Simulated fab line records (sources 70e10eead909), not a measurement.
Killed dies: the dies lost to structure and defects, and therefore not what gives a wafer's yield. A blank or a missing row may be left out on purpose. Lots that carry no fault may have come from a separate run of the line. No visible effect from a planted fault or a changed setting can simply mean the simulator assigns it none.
Chamber matching || flow nand-harc || NHARC_A_CHANNEL_FILL_D2_STRIP_28 on rie-diel-03: 4 sister chambers
The step strips in O2, time 20 s. 14 wafers are shown with their chamber, then 7 later ones without.

== WAFERS WITH THEIR CHAMBER ==
{"wafer": "L232.1", "chamber": 2, "rf-vpp-V (V)": 57.4, "oes-product-au (a.u.)": 1.008, "throttle-valve-pct (%)": 17.033}
{"wafer": "L232.2", "chamber": 1, "rf-vpp-V (V)": 58.2, "oes-product-au (a.u.)": 1.000, "throttle-valve-pct (%)": 17.031}
{"wafer": "L232.6", "chamber": 0, "rf-vpp-V (V)": 59.1, "oes-product-au (a.u.)": 1.010, "throttle-valve-pct (%)": 17.044}
{"wafer": "L234.1", "chamber": 3, "rf-vpp-V (V)": 58.4, "oes-product-au (a.u.)": 1.000, "throttle-valve-pct (%)": 17.042}
{"wafer": "L234.2", "chamber": 1, "rf-vpp-V (V)": 58.5, "oes-product-au (a.u.)": 1.003, "throttle-valve-pct (%)": 17.051}
{"wafer": "L234.6", "chamber": 1, "rf-vpp-V (V)": 57.2, "oes-product-au (a.u.)": 0.998, "throttle-valve-pct (%)": 17.055}
{"wafer": "L235.2", "chamber": 0, "rf-vpp-V (V)": 57.8, "oes-product-au (a.u.)": 0.998, "throttle-valve-pct (%)": 17.030}
{"wafer": "L235.3", "chamber": 3, "rf-vpp-V (V)": 58.3, "oes-product-au (a.u.)": 0.996, "throttle-valve-pct (%)": 17.030}
{"wafer": "L235.6", "chamber": 3, "rf-vpp-V (V)": 58.4, "oes-product-au (a.u.)": 1.007, "throttle-valve-pct (%)": 17.039}
{"wafer": "L238.2", "chamber": 3, "rf-vpp-V (V)": 58.0, "oes-product-au (a.u.)": 1.003, "throttle-valve-pct (%)": 17.046}
{"wafer": "L238.3", "chamber": 1, "rf-vpp-V (V)": 58.3, "oes-product-au (a.u.)": 0.994, "throttle-valve-pct (%)": 17.036}
{"wafer": "L238.4", "chamber": 3, "rf-vpp-V (V)": 58.5, "oes-product-au (a.u.)": 0.999, "throttle-valve-pct (%)": 17.024}
{"wafer": "L240.3", "chamber": 1, "rf-vpp-V (V)": 58.9, "oes-product-au (a.u.)": 0.993, "throttle-valve-pct (%)": 17.036}
{"wafer": "L240.4", "chamber": 2, "rf-vpp-V (V)": 57.8, "oes-product-au (a.u.)": 0.998, "throttle-valve-pct (%)": 17.050}

SIGNATURES, as means of the wafers listed above
{"reading": "rf-vpp-V", "chamber 0": 58.450, "chamber 1": 58.220, "chamber 2": 57.600, "chamber 3": 58.320, "scatter within a chamber": 0.516}
{"reading": "oes-product-au", "chamber 0": 1.00400, "chamber 1": 0.99760, "chamber 2": 1.00300, "chamber 3": 1.00100, "scatter within a chamber": 0.00511}
{"reading": "throttle-valve-pct", "chamber 0": 17.03700, "chamber 1": 17.04180, "chamber 2": 17.04150, "chamber 3": 17.03620, "scatter within a chamber": 0.0101}
Rule: a wafer's distance from a chamber is the root of the sum, over the readings, of the square of ((its reading less the chamber's mean) divided by the reading's scatter). The wafer belongs to the nearest chamber; if the next one is less than 2 further off, it can't be placed. The scatter: take each reading less its chamber's mean, square it, sum over the shown wafers, divide by the number of wafers less the number of chambers, and take the root.

== WAFERS WITH NO CHAMBER GIVEN ==
{"wafer": "L240.6", "rf-vpp-V (V)": 59.0, "oes-product-au (a.u.)": 1.006, "throttle-valve-pct (%)": 17.044}
{"wafer": "L244.1", "rf-vpp-V (V)": 58.7, "oes-product-au (a.u.)": 1.006, "throttle-valve-pct (%)": 17.031}
{"wafer": "L244.4", "rf-vpp-V (V)": 58.5, "oes-product-au (a.u.)": 1.002, "throttle-valve-pct (%)": 17.025}
{"wafer": "L244.6", "rf-vpp-V (V)": 57.7, "oes-product-au (a.u.)": 1.017, "throttle-valve-pct (%)": 17.032}
{"wafer": "L254.2", "rf-vpp-V (V)": 58.7, "oes-product-au (a.u.)": 1.005, "throttle-valve-pct (%)": 17.026}
{"wafer": "L254.3", "rf-vpp-V (V)": 58.4, "oes-product-au (a.u.)": 1.002, "throttle-valve-pct (%)": 17.037}
{"wafer": "L254.4", "rf-vpp-V (V)": 58.4, "oes-product-au (a.u.)": 1.000, "throttle-valve-pct (%)": 17.040}

== WHICH CHAMBER EACH WENT THROUGH ==
{"wafer": "L240.6", "from the rows above": "can't be placed: 0 or 3 or 1 or 2", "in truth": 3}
{"wafer": "L244.1", "from the rows above": "can't be placed: 0 or 3 or 1 or 2", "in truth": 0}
{"wafer": "L244.4", "from the rows above": "can't be placed: 3 or 0 or 1 or 2", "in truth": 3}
{"wafer": "L244.6", "from the rows above": "can't be placed: 2 or 0 or 3 or 1", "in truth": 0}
{"wafer": "L254.2", "from the rows above": "can't be placed: 0 or 3 or 1 or 2", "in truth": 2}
{"wafer": "L254.3", "from the rows above": "can't be placed: 3 or 0 or 1 or 2", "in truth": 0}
{"wafer": "L254.4", "from the rows above": "can't be placed: 3 or 1 or 0 or 2", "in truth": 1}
Placed correctly: 0 of 7. Not placeable from these rows: 7 (in 7, the candidates include the true chamber). Number placed wrongly: 0.
